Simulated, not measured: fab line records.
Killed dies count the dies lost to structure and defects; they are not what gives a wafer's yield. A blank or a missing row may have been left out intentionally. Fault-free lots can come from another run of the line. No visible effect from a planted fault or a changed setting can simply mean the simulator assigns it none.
Comparing a struck lot with a sound one	flow nand-harc	27 out of 1159 route steps
Sound: these wafers, L435.3, L435.4, L435.6. Struck: wafers L440.1, L440.3, L440.6. The cause comes at the end.
Order at every step that has rows: each side's tool, ch and its chambers, its first start. Under that, the readings that differ: sound wafers	struck wafers	difference of the means	sigmas: that difference in standard deviations of wafers without a fault.
alike: words and numbers the same on both sides, and readings whose means are apart by under 2 such deviations; not compared: readings that were withheld, readings missing a value for some wafer, numbers with overlapping values and no deviation given by the record, and bounds like >300 which may hide the same value.
The two part at a step that has a row with sigmas, a row that says differs or no value, or rows on one side only. Numbers that have no deviation but don't overlap get no sigmas and don't part them. Lack of a reading on every wafer of one side parts them only where that side has two or more wafers.

first, 1 step without rows for these wafers: NHARC_P_M0_STRIP_19 (strips in post etch residue remover, time 600 s).
NHARC_P_M0_DEGAS_28: time 60 s.
  sound on pvd-sputter-02 at day 8 01:28; struck on pvd-sputter-03 at day 9 16:20
  alike: heater-power-w
then, 1 step without rows for these wafers: NHARC_P_M0_PRE_CLEAN_29 (time 30 s).
NHARC_P_M0_PVD_20: deposits TaN, target thk 5 nm, time 8.06 s.
  sound on pvd-sputter-02; struck on pvd-sputter-03
  alike: chamber-pressure-pa, throttle-valve-pct
NHARC_P_M0_PVD_21: deposits Cu, target thk 30 nm, time 20.49 s.
  sound on pvd-sputter-02; struck on pvd-sputter-03
  alike: chamber-pressure-pa, throttle-valve-pct
then, 2 steps without rows for these wafers: NHARC_P_M0_ECD_22 (material Cu, target thk 400 nm); NHARC_P_M0_ANNEAL_30 (time 90 s).
NHARC_P_M0_CMP_23: polishes, t overpolish 20 s, target thk 117.53 nm.
  sound on cmp-04 ch 0,3, day 8 02:32; struck on cmp-03 ch 1,2, day 9 17:26
  alike: motor-current-A, time-to-endpoint-s
NHARC_P_M0_THK_MEAS_24: measures by xrf.
  sound on film-metro-02 at day 8 02:52; struck on film-metro-02 at day 9 17:45
  alike: thk-nm
after that, 1 step had no rows for these wafers: NHARC_P_M0_SRD_25.
NHARC_P_M0_INSPECT_27:
  sound on defect-inspect-02 at day 8 03:01; struck on defect-inspect-02 at day 9 17:55
  alike: raw-defect-count
NHARC_P_M0_PRE_CLEAN_31: time 12 s.
  sound on pecvd-03 ch 1,2, day 8 03:10; struck on pecvd-03 ch 1,2, day 9 17:59
  alike: heater-power-w
NHARC_P_M0_DEP_32: deposits SiCN, target thk 30 nm.
  sound on pecvd-03 ch 1,2, day 8 03:16; struck on pecvd-03 ch 1,2, day 9 18:06
  alike: heater-power-w
then, 10 steps without rows for these wafers: NHARC_P_M1_DEP_00 (deposits SiOC, target thk 182.5 nm); NHARC_P_M1_DEHYDRATE_01 (time 120 s); NHARC_P_M1_HMDS_02 (time 30 s); NHARC_P_M1_COAT_34 (time 65 s); NHARC_P_M1_COAT_03 (resist thk 90 nm); NHARC_P_M1_SOFTBAKE_04 (time 55 s); NHARC_P_M1_EBR_05; NHARC_P_M1_EXPOSE_06 (exposes mask P M1, target cd 130 nm); NHARC_P_M1_PEB_07 (peb time 65 s); NHARC_P_M1_DEVELOP_08 (develop time 35 s).
NHARC_P_M1_CD_MEAS_09: target cd 130 nm.
  sound on cd-sem-02 ch 0, day 8 04:28; struck on cd-sem-03 ch 0, day 9 19:32
  alike: cd-nm
NHARC_P_M1_OVL_MEAS_10: pitch 260 nm.
  sound on overlay-02 at day 8 04:32; struck on overlay-02 at day 9 19:37
  alike: overlay-x-nm, overlay-y-nm
NHARC_P_M1_INSPECT_11:
  sound on defect-inspect-02 at day 8 04:35; struck on defect-inspect-02 at day 9 19:50
reading	sound	struck	difference	sigmas
raw-defect-count	4 1 1	445 439 510	+463	+99 or more
  not compared: hold
NHARC_END_SORT_01:
  the record has rows for the sound wafers here (prober-01 ch 0, day 22 04:24) and none for the struck ones

## WHERE THEY PART
Last at NHARC_END_SORT_01 as far as this record goes, first at NHARC_P_M1_INSPECT_11.

WHY: what had been put in by the simulator
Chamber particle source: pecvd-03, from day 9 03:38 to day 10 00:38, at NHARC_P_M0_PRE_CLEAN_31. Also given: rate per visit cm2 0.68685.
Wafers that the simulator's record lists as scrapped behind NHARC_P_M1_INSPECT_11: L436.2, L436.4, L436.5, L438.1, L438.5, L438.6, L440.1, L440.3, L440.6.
